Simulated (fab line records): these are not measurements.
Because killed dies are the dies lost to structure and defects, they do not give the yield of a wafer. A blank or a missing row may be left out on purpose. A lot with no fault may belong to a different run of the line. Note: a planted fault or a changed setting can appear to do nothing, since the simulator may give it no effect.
What tool caused it? :: flow nand harc :: 7 lots with 21 wafers sampled at 4 steps, on a route of 1302 steps

== WHAT EACH GAUGE READ, for each wafer ==
NHARC_END_SORT_01.
lot: L438
measured: day 28 20:20
on: prober-02
killed at array: 677 673 675

lot: L445
measured: day 30 16:13
on: prober-01
killed at array: 24 29 40

lot: L450
measured: day 33 10:43
on: prober-01
killed at array: 22 25 23

lot: L452
measured: day 35 01:07
on: prober-01
killed at array: 43 80 38

== EACH LOT AND THE TOOL THAT RAN IT (in order: tool; ch and the chambers of the sampled wafers; start) ==
lot: L431
NHARC_A_STAIRCASE_CVD_552: lpcvd-01 ch 1, day 18 07:49
NHARC_THIN_TSV_DEP_43: pecvd-03 ch 0,1,2, day 24 12:05
NHARC_THIN_TSV_STRIP_62: plasma asher-02 ch 1, day 24 15:38

lot: L433
NHARC_A_STAIRCASE_CVD_552: lpcvd-02 ch 0, day 19 01:32
NHARC_THIN_TSV_DEP_43: pecvd-04 ch 0,1,2, day 25 02:58
NHARC_THIN_TSV_STRIP_62: plasma asher-02 ch 0,1, day 25 06:26

lot: L438
NHARC_A_STAIRCASE_CVD_552: lpcvd-02 ch 1, day 21 14:14
NHARC_THIN_TSV_DEP_43: -
NHARC_THIN_TSV_STRIP_62: -

lot: L445
NHARC_A_STAIRCASE_CVD_552: lpcvd-01 ch 0, day 23 23:14
NHARC_THIN_TSV_DEP_43: pecvd-03 ch 0,1, day 29 22:31
NHARC_THIN_TSV_STRIP_62: plasma asher-02 ch 0,1, day 30 02:09

lot: L446
NHARC_A_STAIRCASE_CVD_552: lpcvd-01 ch 0, day 24 15:55
NHARC_THIN_TSV_DEP_43: pecvd-04 ch 0,2, day 31 07:35
NHARC_THIN_TSV_STRIP_62: plasma asher-01 ch 0,1, day 31 10:54

lot: L450
NHARC_A_STAIRCASE_CVD_552: lpcvd-02 ch 1, day 26 18:16
NHARC_THIN_TSV_DEP_43: pecvd-01 ch 0,1,2, day 32 19:01
NHARC_THIN_TSV_STRIP_62: plasma asher-01 ch 0,1, day 32 22:19

lot: L452
NHARC_A_STAIRCASE_CVD_552: lpcvd-02 ch 1, day 27 18:07
NHARC_THIN_TSV_DEP_43: pecvd-03 ch 0,1,2, day 34 08:07
NHARC_THIN_TSV_STRIP_62: plasma asher-01 ch 0, day 34 11:30
- NHARC_A_STAIRCASE_CVD_552: deposits SiNx, target thk 40 nm.
- NHARC_THIN_TSV_DEP_43: deposits SiO2, target thk 1328.5 nm.
- NHARC_THIN_TSV_STRIP_62: strips in N2/H2, time 20 s.

== THE ANSWER, worked out from the rows above alone ==
Rule: the lots themselves supply what counts as usual. The widest of any qualifying gaps counts: lots, ordered by their means at a reading, are off when they make up no more than a third of the lots, leave a main group of 4 or more, and stand apart from it by 3 or more times the standard deviation of that group's means. Not used: any main group whose means are identical at the precision the tables above print for the reading. Also off: a lot with no number at a reading for which 4 or more lots have one. Where the step has rows for the other lots, those lots are counted as sound.
Across all readings shown, no lot is off: no conclusion can be drawn from this.

== WHAT THE SIMULATOR HAD INSERTED ==
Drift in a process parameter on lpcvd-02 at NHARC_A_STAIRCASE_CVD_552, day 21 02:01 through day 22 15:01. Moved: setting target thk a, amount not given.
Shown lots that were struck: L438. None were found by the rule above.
